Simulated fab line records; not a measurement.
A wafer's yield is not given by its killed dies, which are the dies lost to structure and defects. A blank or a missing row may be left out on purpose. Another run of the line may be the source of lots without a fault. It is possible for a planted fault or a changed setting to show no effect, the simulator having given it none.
Split-lot study    flow n5_finfet    39 wafers read from 7 lots, route of 1938 steps

## SPLIT DETAILS
At N5_SDB_ALD_29 (deposits SiNx, target thk 30 nm, pulse time 1 s, ald cycles 600), the setting ald_cycles was moved away from the recipe's 600 on 18 of the 39 wafers read, by -55.8% to +52.8%. For the rest of the wafers, this setting stayed at what the recipe calls for.

Reading taken at the split's own step.

## THE READING
SiNx_of_SDB_ALD_29.thk_nm (the simulator's own value, which no gauge read), in nm, at N5_SDB_ALD_29 (deposits SiNx, target thk 30 nm, pulse time 1 s, ald cycles 600). No usual value for it is given in the file. The 21 wafers here that ran the recipe average 30.0 nm, standard deviation 0.14 nm.

wafer   tool, chamber at the split  ald_cycles as run  against the recipe  SiNx_of_SDB_ALD_29.thk_nm, nm  against lot-mates on the recipe
L074.1  ald_sin-01, 0,1,2           600                recipe              30                             -
L074.5  ald_sin-01, 0,1,2           600                recipe              30                             -
L074.6  ald_sin-01, 0,1,2           600                recipe              30                             -
L074.2  ald_sin-01, 3               797                +32.8%              39.6                           +9.6
L074.3  ald_sin-01, 2               797                +32.8%              39.8                           +9.8
L074.4  ald_sin-01, 1               797                +32.8%              40                             +10.0
L075.1  ald_sin-01, 1,2             338                -43.7%              17                             -13.1
L075.6  ald_sin-01, 1,2             338                -43.7%              17                             -13.1
L075.2  ald_sin-01, 3,2             600                recipe              30                             -
L075.4  ald_sin-01, 3,2             600                recipe              30                             -
L075.3  ald_sin-01, 0               338                -43.7%              16.8                           -13.3
L075.5  ald_sin-01, 1               600                recipe              30.2                           -
L082.1  ald_sin-03, 1               600                recipe              30.2                           -
L082.4  ald_sin-03, 2               600                recipe              30                             -
L082.5  ald_sin-03, 2               600                recipe              29.8                           -
L085.1  ald_sin-01, 3,1             739                +23.2%              37.2                           +7.1
L085.6  ald_sin-01, 3,1             739                +23.2%              37.2                           +7.1
L085.2  ald_sin-01, 0               600                recipe              30                             -
L085.3  ald_sin-01, 2,1             600                recipe              30.2                           -
L085.4  ald_sin-01, 2,1             600                recipe              30.2                           -
L085.5  ald_sin-01, 2               739                +23.2%              37                             +6.9
L088.1  ald_sin-03, 3,2             265                -55.8%              13.2                           -16.7
L088.6  ald_sin-03, 3,2             265                -55.8%              13.2                           -16.7
L088.2  ald_sin-03, 0               265                -55.8%              13                             -16.9
L088.3  ald_sin-03, 1,3             600                recipe              30                             -
L088.5  ald_sin-03, 1,3             600                recipe              30                             -
L088.4  ald_sin-03, 2               600                recipe              29.8                           -
L091.1  ald_sin-04, 2               917                +52.8%              45.6                           +15.7
L091.2  ald_sin-04, 0               600                recipe              29.8                           -
L091.3  ald_sin-04, 3,2             917                +52.8%              45.8                           +15.9
L091.5  ald_sin-04, 3,2             917                +52.8%              45.8                           +15.9
L091.4  ald_sin-04, 1               600                recipe              30                             -
L091.6  ald_sin-04, 1               600                recipe              30                             -
L095.1  ald_sin-03, 2,0             600                recipe              29.8                           -
L095.6  ald_sin-03, 2,0             600                recipe              29.8                           -
L095.2  ald_sin-03, 3               600                recipe              30.2                           -
L095.3  ald_sin-03, 0               836                +39.3%              41.6                           +11.7
L095.4  ald_sin-03, 1               836                +39.3%              41.8                           +11.9
L095.5  ald_sin-03, 1               836                +39.3%              42                             +12.1
Rows listing several chambers each stand for several wafers; the file does not say which wafer went through which chamber.

THE FIT
A straight line over all 39 wafers: SiNx_of_SDB_ALD_29.thk_nm changes by +0.3 nm for each +1% of ald_cycles; r = +1.00; the points scatter about the line by 0.15 nm.
The same after taking each lot's own level away (the mean of its wafers on the recipe; 39 wafers): +0.3 nm for each +1%; r = +1.00; scatter 0.13 nm.
According to that fit, moving ald_cycles by its largest amount changes the reading by 17 nm.
From 29.93 to 30.13 nm: that is the span of the lots' own levels, equal to 1.4 times the standard deviation above.
Hence the lot-to-lot level has little effect on the slope; both slopes agree.
Check: -16.8 nm against its lot-mates is what the line predicts for one of the wafers moved furthest among these (-55.8%) when that wafer is left out of the fit. It came out at -16.7 nm against them.

## THESE WAFERS: OTHER SPLITS
Before the reading, these wafers also passed through other splits. Each is held against what the fit with the lots' levels taken away leaves over:
other split on the same wafers           wafers away from the commonest value  r with SiNx_of_SDB_ALD_29.thk_nm (lot level and that fit taken away)
N5_ZERO_LAYER_DEVELOP_10 develop_time_s  18                                    +0.03
N5_SD_EPI_P_EPI_21 epi_growth_time_s     15                                    +0.11

## THE WHOLE CHAIN: every reading that the file lists as answering this split, in the file's order
step           what it does                                                       reading                                                                     change (the file's fit)                                                           r (the file's)
N5_SDB_ALD_29  deposits SiNx, target thk 30 nm, pulse time 1 s, ald cycles 600    SiNx_of_SDB_ALD_29.thk_nm (the simulator's own value, which no gauge read)  +0.3 nm for each +1% of the setting                                               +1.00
N5_SDB_CMP_30  polishes, stops on poly-Si, t overpolish 1.54 s, target thk 30 nm  SiNx_of_SDB_ALD_29.thk_nm (the simulator's own value, which no gauge read)  not straight: 13.13 at the lowest setting, 30 at the recipe, 30.8 at the highest  not given

## THE FILE'S OWN FIT
SiNx_of_SDB_ALD_29.thk_nm changes by +0.3 nm for each +1% of ald_cycles, r = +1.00.
